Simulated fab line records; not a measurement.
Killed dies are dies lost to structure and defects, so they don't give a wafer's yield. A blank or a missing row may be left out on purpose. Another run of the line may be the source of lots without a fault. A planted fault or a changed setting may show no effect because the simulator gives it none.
Matching of chambers / flow nandHarc / NHARC_A_ZERO_WELL_DESCUM_12 on rieDiel-11: 4 sister chambers
The step chemistry O2, time 3 s. 33 wafers are shown with their chamber, then 12 later ones without.

WAFERS PAIRED WITH THEIR CHAMBERS
wafer=L074.1; chamber=1; showerheadPlenumPTorr (Torr)=1.80; drypumpMotorCurrentA (A)=5.3; oesProductAu (a.u.)=0.979
wafer=L074.5; chamber=2; showerheadPlenumPTorr (Torr)=1.85; drypumpMotorCurrentA (A)=5.6; oesProductAu (a.u.)=0.989
wafer=L074.6; chamber=1; showerheadPlenumPTorr (Torr)=1.80; drypumpMotorCurrentA (A)=5.3; oesProductAu (a.u.)=0.978
wafer=L075.1; chamber=2; showerheadPlenumPTorr (Torr)=1.85; drypumpMotorCurrentA (A)=5.5; oesProductAu (a.u.)=0.974
wafer=L075.4; chamber=1; showerheadPlenumPTorr (Torr)=1.80; drypumpMotorCurrentA (A)=5.3; oesProductAu (a.u.)=0.981
wafer=L075.5; chamber=3; showerheadPlenumPTorr (Torr)=2.01; drypumpMotorCurrentA (A)=5.8; oesProductAu (a.u.)=0.999
wafer=L078.1; chamber=2; showerheadPlenumPTorr (Torr)=1.85; drypumpMotorCurrentA (A)=5.5; oesProductAu (a.u.)=0.996
wafer=L078.3; chamber=3; showerheadPlenumPTorr (Torr)=2.01; drypumpMotorCurrentA (A)=5.7; oesProductAu (a.u.)=1.001
wafer=L078.6; chamber=0; showerheadPlenumPTorr (Torr)=1.92; drypumpMotorCurrentA (A)=6.2; oesProductAu (a.u.)=1.011
wafer=L079.3; chamber=2; showerheadPlenumPTorr (Torr)=1.85; drypumpMotorCurrentA (A)=5.6; oesProductAu (a.u.)=0.999
wafer=L079.4; chamber=0; showerheadPlenumPTorr (Torr)=1.92; drypumpMotorCurrentA (A)=6.2; oesProductAu (a.u.)=1.011
wafer=L079.5; chamber=2; showerheadPlenumPTorr (Torr)=1.85; drypumpMotorCurrentA (A)=5.6; oesProductAu (a.u.)=0.988
wafer=L080.3; chamber=2; showerheadPlenumPTorr (Torr)=1.84; drypumpMotorCurrentA (A)=5.5; oesProductAu (a.u.)=0.994
wafer=L080.4; chamber=0; showerheadPlenumPTorr (Torr)=1.92; drypumpMotorCurrentA (A)=6.2; oesProductAu (a.u.)=1.020
wafer=L080.5; chamber=1; showerheadPlenumPTorr (Torr)=1.80; drypumpMotorCurrentA (A)=5.3; oesProductAu (a.u.)=0.985
wafer=L082.1; chamber=3; showerheadPlenumPTorr (Torr)=2.01; drypumpMotorCurrentA (A)=5.8; oesProductAu (a.u.)=0.993
wafer=L082.3; chamber=2; showerheadPlenumPTorr (Torr)=1.84; drypumpMotorCurrentA (A)=5.5; oesProductAu (a.u.)=0.993
wafer=L082.5; chamber=2; showerheadPlenumPTorr (Torr)=1.84; drypumpMotorCurrentA (A)=5.5; oesProductAu (a.u.)=0.994
wafer=L083.1; chamber=3; showerheadPlenumPTorr (Torr)=2.01; drypumpMotorCurrentA (A)=5.8; oesProductAu (a.u.)=0.995
wafer=L083.2; chamber=0; showerheadPlenumPTorr (Torr)=1.92; drypumpMotorCurrentA (A)=6.2; oesProductAu (a.u.)=1.009
wafer=L083.6; chamber=2; showerheadPlenumPTorr (Torr)=1.84; drypumpMotorCurrentA (A)=5.5; oesProductAu (a.u.)=0.995
wafer=L087.1; chamber=1; showerheadPlenumPTorr (Torr)=1.80; drypumpMotorCurrentA (A)=5.3; oesProductAu (a.u.)=0.989
wafer=L087.5; chamber=1; showerheadPlenumPTorr (Torr)=1.80; drypumpMotorCurrentA (A)=5.3; oesProductAu (a.u.)=0.984
wafer=L087.6; chamber=2; showerheadPlenumPTorr (Torr)=1.85; drypumpMotorCurrentA (A)=5.6; oesProductAu (a.u.)=0.988
wafer=L086.2; chamber=0; showerheadPlenumPTorr (Torr)=1.92; drypumpMotorCurrentA (A)=6.2; oesProductAu (a.u.)=1.002
wafer=L086.4; chamber=3; showerheadPlenumPTorr (Torr)=2.01; drypumpMotorCurrentA (A)=5.8; oesProductAu (a.u.)=0.990
wafer=L086.6; chamber=0; showerheadPlenumPTorr (Torr)=1.92; drypumpMotorCurrentA (A)=6.1; oesProductAu (a.u.)=0.987
wafer=L088.1; chamber=3; showerheadPlenumPTorr (Torr)=2.01; drypumpMotorCurrentA (A)=5.8; oesProductAu (a.u.)=0.996
wafer=L088.3; chamber=0; showerheadPlenumPTorr (Torr)=1.92; drypumpMotorCurrentA (A)=6.2; oesProductAu (a.u.)=0.996
wafer=L088.6; chamber=0; showerheadPlenumPTorr (Torr)=1.92; drypumpMotorCurrentA (A)=6.2; oesProductAu (a.u.)=0.985
wafer=L090.2; chamber=2; showerheadPlenumPTorr (Torr)=1.84; drypumpMotorCurrentA (A)=5.6; oesProductAu (a.u.)=0.996
wafer=L090.3; chamber=1; showerheadPlenumPTorr (Torr)=1.80; drypumpMotorCurrentA (A)=5.3; oesProductAu (a.u.)=0.990
wafer=L090.4; chamber=3; showerheadPlenumPTorr (Torr)=2.01; drypumpMotorCurrentA (A)=5.8; oesProductAu (a.u.)=0.993

SIGNATURES (averages over the wafers above)
reading=showerheadPlenumPTorr; chamber 0=1.9200; chamber 1=1.8000; chamber 2=1.8455; chamber 3=2.0100; scatter within a chamber=0.00307
reading=drypumpMotorCurrentA; chamber 0=6.188; chamber 1=5.300; chamber 2=5.545; chamber 3=5.786; scatter within a chamber=0.0392
reading=oesProductAu; chamber 0=1.00262; chamber 1=0.98371; chamber 2=0.99145; chamber 3=0.99529; scatter within a chamber=0.00779
Rule: for a wafer and a chamber, the distance is found by dividing, reading by reading, the gap between the wafer's reading and the chamber's mean by the reading's scatter, squaring, summing and taking the root. If the next closest chamber is less than 2 further off than the closest, the wafer can't be placed; otherwise it belongs to the closest. How the scatter is found: for the shown wafers, subtract from each reading the mean of its chamber, square and add these, divide the total by (wafers less chambers), then take the root.

WAFERS WITHOUT THEIR CHAMBER
wafer=L091.2; showerheadPlenumPTorr (Torr)=1.92; drypumpMotorCurrentA (A)=6.2; oesProductAu (a.u.)=1.004
wafer=L091.5; showerheadPlenumPTorr (Torr)=1.80; drypumpMotorCurrentA (A)=5.3; oesProductAu (a.u.)=0.991
wafer=L091.6; showerheadPlenumPTorr (Torr)=1.84; drypumpMotorCurrentA (A)=5.5; oesProductAu (a.u.)=1.001
wafer=L093.2; showerheadPlenumPTorr (Torr)=1.84; drypumpMotorCurrentA (A)=5.6; oesProductAu (a.u.)=0.991
wafer=L093.4; showerheadPlenumPTorr (Torr)=2.01; drypumpMotorCurrentA (A)=5.8; oesProductAu (a.u.)=0.988
wafer=L093.5; showerheadPlenumPTorr (Torr)=1.80; drypumpMotorCurrentA (A)=5.3; oesProductAu (a.u.)=0.986
wafer=L094.3; showerheadPlenumPTorr (Torr)=1.84; drypumpMotorCurrentA (A)=5.6; oesProductAu (a.u.)=0.988
wafer=L094.4; showerheadPlenumPTorr (Torr)=1.92; drypumpMotorCurrentA (A)=6.2; oesProductAu (a.u.)=0.998
wafer=L094.6; showerheadPlenumPTorr (Torr)=1.80; drypumpMotorCurrentA (A)=5.2; oesProductAu (a.u.)=0.981
wafer=L097.3; showerheadPlenumPTorr (Torr)=1.80; drypumpMotorCurrentA (A)=5.2; oesProductAu (a.u.)=0.992
wafer=L097.4; showerheadPlenumPTorr (Torr)=1.84; drypumpMotorCurrentA (A)=5.5; oesProductAu (a.u.)=0.973
wafer=L097.5; showerheadPlenumPTorr (Torr)=2.01; drypumpMotorCurrentA (A)=5.8; oesProductAu (a.u.)=0.978

THE CHAMBER EACH PASSED THROUGH
wafer=L091.2; from the rows above=0; in truth=0
wafer=L091.5; from the rows above=1; in truth=1
wafer=L091.6; from the rows above=2; in truth=2
wafer=L093.2; from the rows above=2; in truth=2
wafer=L093.4; from the rows above=3; in truth=3
wafer=L093.5; from the rows above=1; in truth=1
wafer=L094.3; from the rows above=2; in truth=2
wafer=L094.4; from the rows above=0; in truth=0
wafer=L094.6; from the rows above=1; in truth=1
wafer=L097.3; from the rows above=1; in truth=1
wafer=L097.4; from the rows above=2; in truth=2
wafer=L097.5; from the rows above=3; in truth=3
Placed correctly: 12 of 12. Left unplaced by these rows: 0. 0 placed wrongly.
